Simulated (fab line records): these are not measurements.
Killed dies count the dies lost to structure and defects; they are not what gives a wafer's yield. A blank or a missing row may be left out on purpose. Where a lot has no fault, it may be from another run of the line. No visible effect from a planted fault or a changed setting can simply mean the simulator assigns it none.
Which tool was responsible?    flow nand-harc    18 wafers from 6 lots sampled at 2 of the route's 1302 steps

WHAT THE GAUGES SHOWED, per wafer
NHARC_A_DECK1_JOINT_INSPECT_05.
lot   measured      on                 raw-defect-count
L766  day 12 23:07  defect-inspect-02  260 230 504
L771  day 15 03:49  defect-inspect-01  347 343 178
L773  day 16 00:53  defect-inspect-02  192 363 327
L782  day 19 05:32  defect-inspect-01  196 157 395
L786  day 21 07:32  defect-inspect-01  254 405 480
L787  day 21 22:27  defect-inspect-01  268 383 512

WHICH TOOL RAN EACH LOT (tool, then ch and the chambers of the sampled wafers, then the start)
lot   NHARC_A_CHANNEL_FILL_D1_STRIP_29
L766  rie-diel-05 ch 0,2,3, day 11 03:56
L771  rie-diel-13 ch 0,1,3, day 15 03:49 or earlier
L773  rie-diel-13 ch 1,3, day 16 00:53 or earlier
L782  rie-diel-05 ch 1,3, day 19 05:32 or earlier
L786  rie-diel-13 ch 1,2,3, day 21 07:32 or earlier
L787  rie-diel-13 ch 0,1,2, day 20 02:41
- NHARC_A_CHANNEL_FILL_D1_STRIP_29: strips in O2, time 20 s.

THE ANSWER, worked out from the rows above alone
Rule: the usual values come from the lots themselves. Put in order of their means at a reading, lots are off if they are a third of the lots or fewer, leave a main group of 4 or more, and stand apart from it by a gap of 3 or more times the standard deviation of the main group's means; of several such gaps the widest counts. A main group is skipped when, at the precision printed for the reading in the tables above, its means are all equal. A lot without any number at a reading at which 4 lots or more have one is off too. The other lots that the step has rows for count as sound.
None of the lots is off at any reading shown; this tells nothing.

WHAT THE SIMULATOR PUT IN
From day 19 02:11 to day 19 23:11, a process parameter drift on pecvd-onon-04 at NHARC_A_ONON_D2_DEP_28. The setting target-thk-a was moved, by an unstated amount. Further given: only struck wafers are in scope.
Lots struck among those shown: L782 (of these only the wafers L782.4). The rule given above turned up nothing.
